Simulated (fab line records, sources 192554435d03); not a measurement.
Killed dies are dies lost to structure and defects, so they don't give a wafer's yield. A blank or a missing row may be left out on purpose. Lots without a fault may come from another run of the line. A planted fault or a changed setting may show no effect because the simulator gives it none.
One fault seen from 3 desks | flow n5_finfet | each desk has only its own numbers; what lay behind them comes last

THE DEFECT DESK
What the inspections along the route counted, lot by lot: means of the sampled wafers that have a number. A lot is out of limits, marked OUT, if its mean lies more than 4 standard deviations from the usual mean; the brackets give that distance.
Columns: A = raw_defect_count at N5_BEOL_M11_INSPECT_13, usual 425
lot  | first seen here | A
L990 | day 10 14:17    | 408
L997 | day 12 04:58    | 325
L996 | day 12 21:47    | 410
L999 | day 13 00:52    | 446
L102 | day 13 08:32    | 555
L106 | day 14 06:43    | 339
L108 | day 14 16:46    | 405
L109 | day 15 02:19    | 428
L112 | day 16 02:01    | 350
L113 | day 17 00:26    | 370
This desk's finding: nothing out of limits on any of the 10 lots.

THE TOOL OWNER'S DESK: arfi_scanner-02
The tool's own readings at N5_BEOL_M11_EXPOSE_25 (exposes mask V10): means of the sampled wafers that have a number, for each lot that ran on this tool. A lot is out of limits, marked OUT, if its mean lies more than 4 standard deviations from the usual mean; the brackets give that distance.
Columns: A = exposure_dose_mJ_cm2 at N5_BEOL_M11_EXPOSE_25, usual 85.5
lot  | first seen here | A
L990 | day 10 15:35    | 85.3
L999 | day 13 02:01    | 85.4
L102 | day 13 10:46    | 85.5
L106 | day 14 07:26    | 112.8 (+88) OUT
L108 | day 14 17:28    | 107.4 (+71) OUT
This desk's finding: out of limits on L106, L108; first on L106, day 14 07:26 (exposure_dose_mJ_cm2 at N5_BEOL_M11_EXPOSE_25). In limits: L990, L999, L102.

THE METROLOGY DESK
What the gauges read, lot by lot, whatever tool the lot ran on: means of the sampled wafers that have a number. A lot is out of limits, marked OUT, if its mean lies more than 4 standard deviations from the usual mean; the brackets give that distance. Of its 11 readings 7 are shown: the one that was out of limits first, and those that lie furthest out on some lot.
Columns: A = IOFF_P at N5_BEOL_M4_RC_MEAS_101, usual 0.21 nA/um; B = ION_N at N5_BEOL_M4_RC_MEAS_101, usual 672 uA/um; C = ION_P at N5_BEOL_M4_RC_MEAS_101, usual 462 uA/um; D = SS_P at N5_BEOL_M4_RC_MEAS_101, usual 73.2 mV/dec; E = VT_N at N5_BEOL_M4_RC_MEAS_101, usual 250 mV; F = VT_P at N5_BEOL_M4_RC_MEAS_101, usual -250 mV; G = cd_nm at N5_BEOL_M11_CD_MEAS_28, usual 69.8 nm
lot  | first seen here | A    | B   | C   | D    | E   | F    | G
L990 | day 8 04:01     | 0.22 | 674 | 468 | 73.0 | 250 | -248 | 68.1
L997 | day 9 17:10     | 0.17 | 665 | 454 | 73.6 | 254 | -256 | 68.5
L996 | day 10 03:01    | 0.20 | 677 | 461 | 73.7 | 252 | -253 | 70.3
L999 | day 10 14:59    | 0.22 | 681 | 466 | 73.4 | 248 | -248 | 70.6
L102 | day 10 20:46    | 0.20 | 672 | 461 | 74.2 | 250 | -250 | 68.6
L106 | day 11 23:43    | 0.27 | 694 | 479 | 73.6 | 245 | -245 | 98.9 (+24) OUT
L108 | day 12 07:54    | 0.23 | 684 | 464 | 72.8 | 247 | -248 | 92.4 (+19) OUT
L109 | day 12 21:50    | 0.24 | 683 | 467 | 73.6 | 249 | -249 | 69.1
L112 | day 13 15:20    | 0.22 | 682 | 467 | 72.8 | 249 | -248 | 69.8
L113 | day 14 09:00    | 0.20 | 670 | 468 | 73.1 | 254 | -252 | 70.3
This desk's finding: out of limits on L106, L108; first on L106, day 14 07:34 (cd_nm at N5_BEOL_M11_CD_MEAS_28). In limits: L990, L997, L996, L999, L102, L109, L112, L113.

PUT TOGETHER
The tool owner's desk could have raised an alarm at day 14 07:26, on L106, L108.
The metrology desk could have raised an alarm at day 14 07:34, on L106, L108.
The defect desk saw nothing out of limits.
The defect desk has L106, L108 on record, within its limits.
Of the lots named, all ran N5_BEOL_M11_EXPOSE_25 on arfi_scanner-02.

WHAT THE SIMULATOR HAD PUT IN
Process parameter drift: arfi_scanner-02, from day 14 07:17 on, at N5_BEOL_M11_EXPOSE_25. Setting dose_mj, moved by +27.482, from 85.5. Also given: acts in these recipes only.
Lots struck among those shown: L106, L108.
Hours from the fault's start to each desk's first reading out of limits: the tool owner's desk, 0; the metrology desk, 0.
